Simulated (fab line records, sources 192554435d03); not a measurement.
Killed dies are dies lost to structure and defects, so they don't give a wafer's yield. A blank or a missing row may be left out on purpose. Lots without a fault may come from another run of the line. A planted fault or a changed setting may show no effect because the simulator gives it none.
Chamber matching | flow n5_finfet | N5_MOL_CONTACT_COAG_ALD_133 on ald_sin-02: 4 sister chambers
The step deposits SiO2, target thk 5 nm, pulse time 1 s, co reactant pulse time 1 s. 8 wafers are shown with their chamber, then 12 later ones without.

WAFERS WITH THEIR CHAMBER
wafer  | chamber | heater_power_w (W) | precursor_pulse_height_rel
L075.3 | 2       | 79                 | 0.990
L078.6 | 1       | 67                 | 1.000
L079.1 | 2       | 78                 | 0.994
L087.2 | 3       | 69                 | 0.976
L087.6 | 0       | 71                 | 1.005
L093.1 | 3       | 71                 | 1.024
L093.3 | 0       | 73                 | 1.054
L093.4 | 1       | 67                 | 1.010

WAFERS WITHOUT THEIR CHAMBER
wafer  | heater_power_w (W) | precursor_pulse_height_rel
L095.1 | 79                 | 0.996
L095.2 | 69                 | 0.973
L095.3 | 73                 | 0.995
L095.4 | 67                 | 1.006
L095.5 | 71                 | 0.987
L095.6 | 68                 | 0.990
L096.1 | 79                 | 0.971
L096.2 | 69                 | 0.968
L096.3 | 72                 | 0.988
L096.4 | 74                 | 1.015
L096.5 | 72                 | 1.003
L096.6 | 66                 | 0.984

WHICH CHAMBER EACH WENT THROUGH
wafer  | from the rows above     | in truth
L095.1 | 2                       | 2
L095.2 | can't be placed: 3 or 1 | 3
L095.3 | can't be placed: 0 or 3 | 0
L095.4 | 1                       | 1
L095.5 | can't be placed: 3 or 0 | 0
L095.6 | can't be placed: 1 or 3 | 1
L096.1 | 2                       | 2
L096.2 | can't be placed: 3 or 1 | 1
L096.3 | can't be placed: 0 or 3 | 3
L096.4 | can't be placed: 0 or 3 | 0
L096.5 | can't be placed: 0 or 3 | 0
L096.6 | 1                       | 1
Placed correctly: 4 of 12. Can't be placed from these rows: 8 (the true chamber is among the candidates in 8). Placed wrongly: 0.
How it was worked out, from the rows above alone: a wafer's distance from a chamber is the root of the sum, over the readings, of the square of ((its reading less the chamber's mean) divided by the reading's scatter). The wafer belongs to the nearest chamber; if the next one is less than 2 further off, it can't be placed. A chamber's mean is the mean of its shown wafers. The scatter: the root of (the sum of the squares of (reading less its chamber's mean) over the shown wafers, divided by (wafers less chambers)).
